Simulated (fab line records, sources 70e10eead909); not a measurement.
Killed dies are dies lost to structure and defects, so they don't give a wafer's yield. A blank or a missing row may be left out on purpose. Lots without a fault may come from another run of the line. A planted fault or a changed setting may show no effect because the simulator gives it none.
Which tool did it? | flow nand_harc | 13 lots, 39 wafers sampled, at 2 steps of a route of 1302

WHAT THE GAUGES READ, wafer by wafer
NHARC_A_BONDPAD_CD_MEAS_13. Usual: cd_nm 500.5 nm, standard deviation 2.7.
lot  | measured     | on        | cd_nm (nm)        | flag
L323 | day 23 08:46 | cd_sem-01 | 498.4 498.4 504.4 |
L324 | day 23 10:28 | cd_sem-03 | 503.4 500.2 500.6 |
L325 | day 24 02:35 | cd_sem-03 | 497.9 499.5 494.4 |
L327 | day 24 08:04 | cd_sem-01 | 496.9 499.6 499.5 |
L328 | day 25 00:15 | cd_sem-03 | 502.2 503.0 499.6 |
L335 | day 28 04:19 | cd_sem-02 | 502.1 498.3 503.2 |
L339 | day 29 21:42 | cd_sem-02 | 498.1 500.1 498.3 |
L340 | day 30 08:34 | cd_sem-03 | 499.9 500.4 501.8 |
L341 | day 30 20:27 | cd_sem-03 | 501.0 502.4 498.3 |
L343 | day 30 23:14 | cd_sem-01 | 503.1 503.2 500.7 |
L342 | day 31 06:00 | cd_sem-02 | 501.6 504.6 503.3 |
L344 | day 32 03:30 | cd_sem-03 | 502.9 502.9 500.9 |
L346 | day 33 05:15 | cd_sem-03 | 494.9 500.3 504.1 |

NHARC_HYBRID_BOND_OVL_MEAS_05. Usual: overlay_x_nm -2 nm, standard deviation 32; overlay_y_nm -7 nm, standard deviation 35.
lot  | measured     | on         | overlay_x_nm (nm) | overlay_y_nm (nm) | flag
L323 | day 23 20:31 | overlay-02 | 9 -65 46          | -14 -21 70        |
L324 | day 23 20:31 | overlay-01 | 22 26 -23         | -15 8 25          |
L325 | day 24 14:22 | overlay-01 | -4 -14 -21        | -18 -44 23        |
L327 | day 24 19:55 | overlay-01 | -4 6 -24          | 22 67 -16         |
L328 | day 25 12:18 | overlay-02 | 30 -13 24         | -21 38 -22        |
L335 | day 28 18:25 | overlay-02 | 55 20 61          | -53 -28 -40       |
L339 | day 30 10:16 | overlay-02 | 76 10 -41         | -14 44 -44        |
L340 | day 30 20:16 | overlay-01 | 18 -1 -50         | 10 -9 -5          |
L341 | day 31 08:44 | overlay-02 | 4 -24 1           | 37 -34 -87        |
L343 | day 31 08:44 | overlay-01 | 25 -13 -7         | 4 43 -12          |
L342 | day 31 20:28 | overlay-01 | -38 -42 11        | 15 -15 -39        |
L344 | day 32 16:01 | overlay-02 | 10 35 -50         | 32 38 -3          |
L346 | day 33 16:57 | overlay-01 | 3 -45 20          | -30 26 -64        |

WHICH TOOL RAN EACH LOT (tool, then ch and the chambers of the sampled wafers, then the start)
The record holds no process step before these readings.

WHAT THE TOOLS THEMSELVES READ (means of the sampled wafers that have a number; where no wafer has one, the mark that the record gives instead)
The record holds no such reading with a usual standard deviation.

THE ANSWER, worked out from the rows above alone
Rule: a lot is off if the mean of its wafers that have a number lies more than 3 standard deviations from the usual mean. A lot without any number at a reading at which 4 lots or more have one is off too. The other lots that the step has rows for count as sound. The gauges are gone through in route order, then the tools' own readings, and for those a lot's mean is taken as printed above. The first step at which some lot is off is used, and at that step the reading that is off furthest; a lot without a number counts as furthest.
No lot is off at any reading shown: from this, nothing can be told.

WHAT THE SIMULATOR HAD PUT IN
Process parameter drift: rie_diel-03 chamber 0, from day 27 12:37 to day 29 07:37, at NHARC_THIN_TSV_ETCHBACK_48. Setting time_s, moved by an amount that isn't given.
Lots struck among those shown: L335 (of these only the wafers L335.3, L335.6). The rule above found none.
